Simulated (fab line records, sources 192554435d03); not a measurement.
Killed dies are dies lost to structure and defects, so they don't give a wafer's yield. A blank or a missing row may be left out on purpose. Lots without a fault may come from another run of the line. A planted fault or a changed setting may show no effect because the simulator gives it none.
Problem report in the 8D (eight disciplines) form, filled by code | flow n5_finfet | the parts of the form that need people (team, actions taken, sign-off) are left out

1. THE PROBLEM
spin_speed_rpm at N5_BEOL_M9_COAT_59 reads a mean of 1565.2 rpm on 6 wafers of 2 lots; wafers without a fault read 1500.2 rpm with a standard deviation of 1.1. That is +59 standard deviations from the usual mean.
The step: time 60 s, resist thk 100 nm.
First seen on wafer L484.1, day 13 11:44, on litho_track-04. The record holds 36 wafers of 12 lots with a number at this step. Rule for "out", or "out of limits": more than 4 standard deviations from the usual mean. The other wafers with a number count as sound.

2. WHAT IT IS AND WHAT IT IS NOT
question                    | is                     | is not
which readings at this step | spin_speed_rpm         | -
which lots                  | L484, L487             | L470, L471, L472, L473, L474, L477, L479, L489, L490, L491
which wafers of those lots  | all that have a number | -
read on which tools         | litho_track-04         | litho_track-01, litho_track-02
when                        | from day 13 11:44      | up to then (21 sound wafers); but 9 sound wafers of L489, L490, L491 came after

3. SUSPECTS, AND WHAT RULES EACH OUT
Counting: a tool at a process step up to the reading stays a suspect if it ran every lot that is out and no sound lot after the first of them.
- litho_track-04 at N5_BEOL_M9_COAT_59 (time 60 s, resist thk 100 nm): kept. It ran every lot that is out, first L484 (day 13 11:44), and no sound lot after that; its last sound lot up to then is L477 (day 11 15:10). Its own readings are out on those wafers: spin_speed_rpm.
Left after counting: litho_track-04 at N5_BEOL_M9_COAT_59.

4. THE CAUSE (what the simulator had put in)
Process parameter drift: litho_track-04, from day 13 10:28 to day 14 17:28, at N5_BEOL_M9_COAT_59. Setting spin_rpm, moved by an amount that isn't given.
Counting left only this tool.

5. THE CHAIN OF EFFECTS, in route order
Each row: a reading whose mean over the struck wafers that have a number lies more than 3 standard deviations from the usual. Only readings for which the record gives a usual standard deviation are gone through. hours: the time from each lot's start at the first step in this table that gives one to its start at this step, as a median over the lots. sigmas: the change in usual standard deviations.
hours | step               | reading        | usual      | on struck wafers | change | sigmas
0     | N5_BEOL_M9_COAT_59 | spin_speed_rpm | 1500.2 rpm | 1565.2           | +65.0  | +59
The process steps in it:
- N5_BEOL_M9_COAT_59: time 60 s, resist thk 100 nm.
Later measuring or inspecting steps at which every struck wafer that the step has a row for has a number for every such reading, and none has moved that far: N5_BEOL_M9_CD_MEAS_11.

6. WHAT WOULD HAVE CAUGHT IT SOONER
In this record the first reading out of limits was taken at day 13 11:44, 1 hour after the fault began at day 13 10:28.
